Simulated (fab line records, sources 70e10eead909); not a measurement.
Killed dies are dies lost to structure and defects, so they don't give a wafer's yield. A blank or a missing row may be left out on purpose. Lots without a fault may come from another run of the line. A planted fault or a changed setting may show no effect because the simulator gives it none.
A struck lot beside a sound one | flow nand_harc | 18 steps out of a route of 1159
Sound: wafers L917.4, L917.5, L917.6. Struck: wafers L925.2, L925.4, L925.6. The cause comes at the end.
At each step with rows: each side's tool, then ch and its chambers, then its first start. Under that, the readings that differ: sound wafers | struck wafers | difference of the means | sigmas: that difference in standard deviations of wafers without a fault.
alike: readings whose means differ by less than 2 such deviations, and words and numbers that are the same on both sides. not compared: withheld readings, readings that some wafer has no value for, bounds like >300 that may hide the same value, and numbers for which the record gives no deviation and whose values overlap.
The two part at a step that has a row with sigmas, a row that says differs or no value, or rows on one side only. Numbers that don't overlap but have no deviation are shown without sigmas and don't part them. A reading that every wafer of one side lacks parts them only if that side has two wafers or more.

NHARC_P_GATE_CD_MEAS_46: target cd 720 nm.
  sound on cd_sem-03 ch 0, day 6 20:01; struck on cd_sem-03 ch 0, day 8 16:14
  alike: cd_nm
then, 1 step without rows for these wafers: NHARC_P_GATE_HARDBAKE_47 (time 80 s).
NHARC_P_GATE_DESCUM_48: chemistry O2, time 3 s.
  sound on rie_diel-03 ch 0,3, day 6 20:11; struck on rie_diel-13 ch 0,1,3, day 8 16:25
  alike: drypump_motor_current_A, oes_product_au, rf_vpp_V, showerhead_plenum_p_Torr, throttle_valve_pct
  not compared: rf_hours_counter_h
then, 1 step without rows for these wafers: NHARC_P_GATE_IMPLANT_49.
NHARC_P_GATE_STRIP_111: strips in N2/H2, time 250 s.
  sound on plasma_asher-01 ch 0,1, day 6 20:38; struck on plasma_asher-01 ch 1, day 8 16:49
  alike: drypump_motor_current_A, heater_power_w
  not compared: rf_hours_counter_h
NHARC_P_GATE_STRIP_75: strips in O2.
  sound on plasma_asher-01 ch 0,1, day 6 20:52; struck on plasma_asher-01 ch 1, day 8 17:07
  alike: drypump_motor_current_A, heater_power_w
  not compared: rf_hours_counter_h
then, 6 steps without rows for these wafers: NHARC_P_GATE_STRIP_50 (strips in SPM, time 900 s); NHARC_P_GATE_DEHYDRATE_51 (time 120 s); NHARC_P_GATE_HMDS_52 (time 30 s); NHARC_P_GATE_COAT_53; NHARC_P_GATE_SOFTBAKE_54 (time 95 s); NHARC_P_GATE_EBR_55.
NHARC_P_GATE_EXPOSE_56: exposes mask P PSD, target cd 720 nm.
  sound on krf_scanner-02 ch 0, day 6 21:37; struck on krf_scanner-02 ch 0, day 8 17:53
  reading | sound                   | struck                  | difference | sigmas
  mask    | P_PSD#0 P_PSD#0 P_PSD#0 | P_NSD#0 P_NSD#0 P_NSD#0 | differs    |
  alike: exposure_dose_mJ_cm2
then, 2 steps without rows for these wafers: NHARC_P_GATE_PEB_57 (peb time 85 s); NHARC_P_GATE_DEVELOP_58 (time 70 s).
NHARC_P_GATE_CD_MEAS_59: target cd 720 nm.
  sound on cd_sem-03 ch 0, day 6 21:46; struck on cd_sem-02 ch 0, day 8 18:02
  reading    | sound             | struck | difference                    | sigmas
  cd_nm (nm) | 720.4 719.4 719.3 | - - -  | no value on the struck wafers |
then, 1 step without rows for these wafers: NHARC_P_GATE_HARDBAKE_60 (time 80 s).
-- the record jumps here: 14 days lie between the struck wafers' starts before and after (it left off in module P_GATE and takes up again in module END, whose first step shown is number 1159 of the route) --
NHARC_END_SORT_01:
  the record has rows for the struck wafers here (prober-01 ch 0, day 22 22:19) and none for the sound ones

WHERE THEY PART
First at NHARC_P_GATE_EXPOSE_56; last, within this record, at NHARC_END_SORT_01.

WHY: what the simulator had put in
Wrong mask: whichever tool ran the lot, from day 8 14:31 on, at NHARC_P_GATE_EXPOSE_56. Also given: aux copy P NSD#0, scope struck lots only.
